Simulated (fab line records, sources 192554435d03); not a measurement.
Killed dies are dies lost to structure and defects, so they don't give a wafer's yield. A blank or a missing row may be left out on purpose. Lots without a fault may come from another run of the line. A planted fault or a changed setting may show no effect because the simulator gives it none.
Split-lot experiment | flow n5_finfet | 7 lots, 21 wafers read, on a route of 1938 steps

THE SPLIT
At N5_BEOL_M7_TRENCH_ETCH_37 (etches SiCOH lowk in C4F6/O2, target depth 93.478 nm, time 31.2 s), the setting time_s was moved away from the recipe's 31.2 s on 8 of the 21 wafers read, by -15.0% to +12.8%. The other wafers ran this setting at the recipe's value.

FROM THE SPLIT TO THE READING: what the file shows between them, 11 steps
- N5_BEOL_M7_ETCH_41: etches SiCN in CH3F/O2, target depth 31.9 nm, time 57.8 s
- N5_BEOL_M7_STRIP_80: strips in N2/H2, time 10 s
- N5_BEOL_M7_OCD_MEAS_38
- N5_BEOL_M7_HM_STRIP_39: strips TiN in peroxide tin strip, target depth 25 nm, time 158 s
- N5_BEOL_M7_SRD_40: time 30 s
- N5_BEOL_M7_ECD_50: material Cu, target thk 300 nm
- N5_BEOL_M7_ANNEAL_51: time 90 s
- N5_BEOL_M7_CMP_52: polishes, stops on SiCOH lowk, t overpolish 6.9 s, target thk 80 nm
- N5_BEOL_M7_THK_MEAS_53: measures by xrf
- N5_BEOL_M7_PRE_CLEAN_55: time 15 s
- N5_BEOL_M7_DEP_56: deposits SiCN from 3MS/NH3, target thk 10 nm, time 17.5 s

THE READING
M7_RS, in ohm/sq, at N5_BEOL_M7_RS_MEAS_57 (measures by four-point-probe). Fault-free wafers of this fab line usually give 0.289 ohm/sq, standard deviation 0.0073 ohm/sq.

wafer  | tool, chamber at the split | time_s as run, s | against the recipe | M7_RS, ohm/sq | against lot-mates on the recipe
L076.2 | rie_diel-03, 2             | 31.2             | recipe             | 0.291         | -
L076.4 | rie_diel-03, 3             | 31.2             | recipe             | 0.299         | -
L076.6 | rie_diel-03, 0             | 31.2             | recipe             | 0.293         | -
L078.1 | rie_diel-04, 3             | 31.2             | recipe             | 0.291         | -
L078.3 | rie_diel-04, 1             | 35.18            | +12.8%             | 0.238         | -0.053
L078.5 | rie_diel-04, 2             | 35.18            | +12.8%             | 0.241         | -0.050
L077.2 | rie_diel-03, 1             | 31.2             | recipe             | 0.297         | -
L077.3 | rie_diel-03, 0             | 28.51            | -8.6%              | 0.321         | +0.026
L077.5 | rie_diel-03, 2             | 31.2             | recipe             | 0.294         | -
L079.3 | rie_diel-03, 1             | 31.2             | recipe             | 0.286         | -
L079.4 | rie_diel-03, 1             | 31.2             | recipe             | 0.288         | -
L079.6 | rie_diel-03, 3             | 31.2             | recipe             | 0.293         | -
L083.2 | rie_diel-02, 0             | 31.2             | recipe             | 0.297         | -
L083.3 | rie_diel-02, 1             | 26.53            | -15.0%             | 0.369         | +0.072
L083.6 | rie_diel-02, 1             | 26.53            | -15.0%             | 0.384         | +0.087
L093.2 | rie_diel-04, 2             | 31.2             | recipe             | 0.281         | -
L093.4 | rie_diel-04, 3             | 31.2             | recipe             | 0.276         | -
L093.6 | rie_diel-04, 2             | 28.53            | -8.6%              | 0.316         | +0.037
L096.2 | rie_diel-03, 2             | 27.98            | -10.3%             | 0.327         | +0.038
L096.3 | rie_diel-03, 1             | 27.98            | -10.3%             | 0.323         | +0.034
L096.6 | rie_diel-03, 2             | 31.2             | recipe             | 0.289         | -

THE FIT
A straight line over all 21 wafers: M7_RS changes by -0.00446 ohm/sq for each +1% of time_s; r = -0.96; the points scatter about the line by 0.01 ohm/sq.
The same after taking each lot's own level away (the mean of its wafers on the recipe; 21 wafers): -0.00438 ohm/sq for each +1%; r = -0.98; scatter 0.0071 ohm/sq.
On that fit, the largest move of time_s shifts the reading by 0.066 ohm/sq.
The lots' own levels span 0.2785 to 0.2970 ohm/sq, that is 2.5 times the standard deviation above.
So the lot-to-lot level changes the slope little: the two slopes agree.
Check: with one of the wafers moved furthest among these (-15.0%) left out of the fit, the line predicts +0.0642 ohm/sq for it against its lot-mates. It came out at +0.072 ohm/sq against them.

OTHER SPLITS ON THESE WAFERS
These wafers also went through other splits before the reading. Each is held against what the fit with the lots' levels taken away leaves over:
other split on the same wafers  | wafers away from the commonest value | r with M7_RS (lot level and that fit taken away)
N5_BEOL_M6_EXPOSE_08 dose_mj    | 4                                    | +0.03
N5_BEOL_M7_VIA_ETCH_34 source_w | 6                                    | +0.26

THE WHOLE CHAIN: every reading that the file lists as answering this split, in the file's order
step                      | what it does                                                        | reading                                                                      | change (the file's fit)               | r (the file's)
N5_BEOL_M7_TRENCH_ETCH_37 | etches SiCOH lowk in C4F6/O2, target depth 93.478 nm, time 31.2 s   | etch.depth_nm (the simulator's own value, which no gauge read)               | +0.969 nm for each +1% of the setting | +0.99
N5_BEOL_M7_TRENCH_ETCH_37 | etches SiCOH lowk in C4F6/O2, target depth 93.478 nm, time 31.2 s   | BEOL_M7.feature_depth_nm (the simulator's own value, which no gauge read)    | +0.967 nm for each +1% of the setting | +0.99
N5_BEOL_M7_OCD_MEAS_38    |                                                                     | trench_depth_nm                                                              | +0.966 nm for each +1% of the setting | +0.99
N5_BEOL_M7_CMP_52         | polishes, stops on SiCOH lowk, t overpolish 6.9 s, target thk 80 nm | Cu_of_BEOL_M7_ECD_50.thk_nm (the simulator's own value, which no gauge read) | +0.913 nm for each +1% of the setting | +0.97
N5_BEOL_M7_THK_MEAS_53    | measures by xrf                                                     | M7_THK                                                                       | +0.905 for each +1% of the setting    | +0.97
N5_BEOL_M7_RS_MEAS_57     | measures by four-point-probe                                        | M7_RS                                                                        | -0.00431 for each +1% of the setting  | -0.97

THE FILE'S OWN FIT
M7_RS changes by -0.00431 ohm/sq for each +1% of time_s, r = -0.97.
